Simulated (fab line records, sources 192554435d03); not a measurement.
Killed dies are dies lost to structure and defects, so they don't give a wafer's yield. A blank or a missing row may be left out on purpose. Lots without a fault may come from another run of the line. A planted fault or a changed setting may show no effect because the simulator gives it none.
A struck lot beside a sound one | flow n5_finfet | 36 steps out of a route of 1938
Sound: wafers L999.4, L999.5, L999.6. Struck: wafer L108.3. (L108.2, L108.4 of the same lot were not struck and are left out.) The cause comes at the end.
At each step with rows: each side's tool, then ch and its chambers, then its first start. Under that, the readings that differ: sound wafers | struck wafers | difference of the means | sigmas: that difference in standard deviations of wafers without a fault.
alike: readings whose means differ by less than 2 such deviations, and words and numbers that are the same on both sides. not compared: withheld readings, readings that some wafer has no value for, bounds like >300 that may hide the same value, and numbers for which the record gives no deviation and whose values overlap.
The two part at a step that has a row with sigmas, a row that says differs or no value, or rows on one side only. Numbers that don't overlap but have no deviation are shown without sigmas and don't part them. A reading that every wafer of one side lacks parts them only if that side has two wafers or more.

first, 9 steps without rows for these wafers: N5_BEOL_M9_COAT_59 (time 60 s, resist thk 100 nm); N5_BEOL_M9_COAT_60 (time 60 s, resist thk 30 nm); N5_BEOL_M9_COAT_05 (resist thk 90 nm); N5_BEOL_M9_EBR_07; N5_BEOL_M9_SOFTBAKE_06 (time 60 s); N5_BEOL_M9_EXPOSE_08 (exposes mask M9); N5_BEOL_M9_PEB_09 (peb time 60 s); N5_BEOL_M9_DEVELOP_10 (develop time 30 s); N5_BEOL_M9_DESCUM_16 (chemistry O2, time 7.9 s).
N5_BEOL_M9_ETCH_61: etches SiARC in CF4, target depth 39 nm, time 65 s.
  sound on rie_diel-02 ch 0,3, day 9 19:38; struck on rie_diel-01 ch 0, day 11 22:10
  reading                     | sound          | struck | difference | sigmas
  drypump_motor_current_A (A) | 5.7 5.4 5.6    | 6.3    | +0.7       | +2
  oes_product_au (a.u.)       | 0.63 0.68 0.63 | 0.80   | +0.15      | +2
  alike: etch_rf_on_time_s, rf_vpp_V, showerhead_plenum_p_Torr, throttle_valve_pct
  not compared: rf_hours_counter_h
then, 25 steps without rows for these wafers: N5_BEOL_M9_ETCH_62 (etches SOC in N2/H2, target depth 110 nm, overetch 22 nm, time 165 s); N5_BEOL_M9_STRIP_68 (strips in N2/H2); N5_BEOL_M9_STRIP_67 (strips in CF4); N5_BEOL_M9_HM_OPEN_17 (chemistry Cl2/BCl3, target TiN, target depth 20 nm, overetch 6 nm); N5_BEOL_M9_STRIP_19 (strips in O2); N5_BEOL_M9_COAT_63 (time 60 s, resist thk 60 nm); N5_BEOL_M9_COAT_64 (time 60 s, resist thk 12 nm); N5_BEOL_M9_COAT_75 (time 60 s, resist thk 5 nm); N5_BEOL_M9_COAT_22 (resist thk 30 nm); N5_BEOL_M9_EBR_24; N5_BEOL_M9_SOFTBAKE_23 (time 60 s); N5_BEOL_M9_EXPOSE_25 (exposes mask V8); N5_BEOL_M9_PEB_26 (peb time 60 s); N5_BEOL_M9_DEVELOP_27 (develop time 30 s); N5_BEOL_M9_DESCUM_33 (chemistry O2, time 7 s); N5_BEOL_M9_ETCH_76 (etches underlayer in N2/H2, target depth 6.5 nm, time 5.2 s); N5_BEOL_M9_ETCH_65 (etches SiARC in CF4, target depth 15.6 nm, time 26 s); N5_BEOL_M9_ETCH_66 (etches SOC in N2/H2, target depth 80 nm, overetch 16 nm, time 120 s); N5_BEOL_M9_STRIP_69 (strips in N2/H2); N5_BEOL_M9_STRIP_77 (strips in N2/H2); N5_BEOL_M9_VIA_ETCH_34 (etches SiCOH lowk in C4F6/O2, target depth 182.4 nm, time 68.4 s); N5_BEOL_M9_STRIP_73 (strips in C4F6/O2); N5_BEOL_M9_STRIP_36 (strips in N2/H2); N5_BEOL_M9_TRENCH_ETCH_37 (etches SiCOH lowk in C4F6/O2, target depth 151.43 nm, time 49 s); N5_BEOL_M9_ETCH_41 (etches SiCN in CH3F/O2, target depth 36.6 nm, time 70.1 s).
-- the record jumps here: 2 days lie between the struck wafers' starts before and after (it left off in module BEOL_M9 and takes up again in module PASSIVATION, whose first step shown is number 1936 of the route) --
N5_PASSIVATION_PROBE_49:
  the record has rows for the struck wafers here (prober-02, day 14 09:46) and none for the sound ones

WHERE THEY PART
First at N5_BEOL_M9_ETCH_61; last, within this record, at N5_PASSIVATION_PROBE_49.

WHY: what the simulator had put in
Chamber particle source: rie_diel-01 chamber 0, from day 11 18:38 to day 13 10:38, at N5_BEOL_M9_ETCH_61. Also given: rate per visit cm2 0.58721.
